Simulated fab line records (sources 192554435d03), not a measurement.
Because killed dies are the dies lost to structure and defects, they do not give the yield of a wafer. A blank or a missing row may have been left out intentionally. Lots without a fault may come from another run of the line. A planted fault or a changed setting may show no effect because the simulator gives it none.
Matching of chambers | flow n5_finfet | N5_BEOL_M7_ETCH_66 on rie_diel-03 has 4 sister chambers
The step etches SOC in N2/H2, target depth 80 nm, overetch 16 nm, time 120 s. 8 wafers are shown with their chamber, then 10 later ones without.

## EACH WAFER AND ITS CHAMBER
wafer  | chamber | drypump_motor_current_A (A) | oes_product_au (a.u.)
L078.1 | 0       | 6.4                         | 0.56
L078.5 | 0       | 6.4                         | 0.55
L082.1 | 1       | 6.0                         | 0.64
L082.3 | 2       | 5.5                         | 0.56
L083.3 | 1       | 6.1                         | 0.64
L083.6 | 3       | 5.6                         | 0.53
L084.1 | 2       | 5.5                         | 0.55
L084.3 | 3       | 5.6                         | 0.52

## WAFERS MISSING THEIR CHAMBER
wafer  | drypump_motor_current_A (A) | oes_product_au (a.u.)
L084.4 | 6.0                         | 0.64
L089.3 | 5.6                         | 0.52
L089.5 | 5.5                         | 0.55
L089.6 | 5.6                         | 0.51
L091.1 | 6.4                         | 0.55
L091.2 | 6.1                         | 0.63
L091.4 | 5.5                         | 0.55
L093.1 | 6.3                         | 0.55
L093.3 | 5.5                         | 0.55
L093.6 | 6.1                         | 0.63

## CHAMBER TAKEN BY EACH
wafer  | from the rows above | in truth
L084.4 | 1                   | 1
L089.3 | 3                   | 3
L089.5 | 2                   | 2
L089.6 | 3                   | 3
L091.1 | 0                   | 0
L091.2 | 1                   | 1
L091.4 | 2                   | 2
L093.1 | 0                   | 0
L093.3 | 2                   | 2
L093.6 | 1                   | 1
10 of 10 placed correctly. Not placeable from these rows: 0. Number placed wrongly: 0.
How it was worked out, from the rows above alone: a wafer's distance from a chamber is the root of the sum, over the readings, of the square of ((its reading less the chamber's mean) divided by the reading's scatter). The wafer belongs to the nearest chamber; if the next one is less than 2 further off, it can't be placed. For every chamber, the mean is computed from those of its wafers that are shown. How the scatter is found: for the shown wafers, subtract from each reading the mean of its chamber, square and add these, divide the total by (wafers less chambers), then take the root.
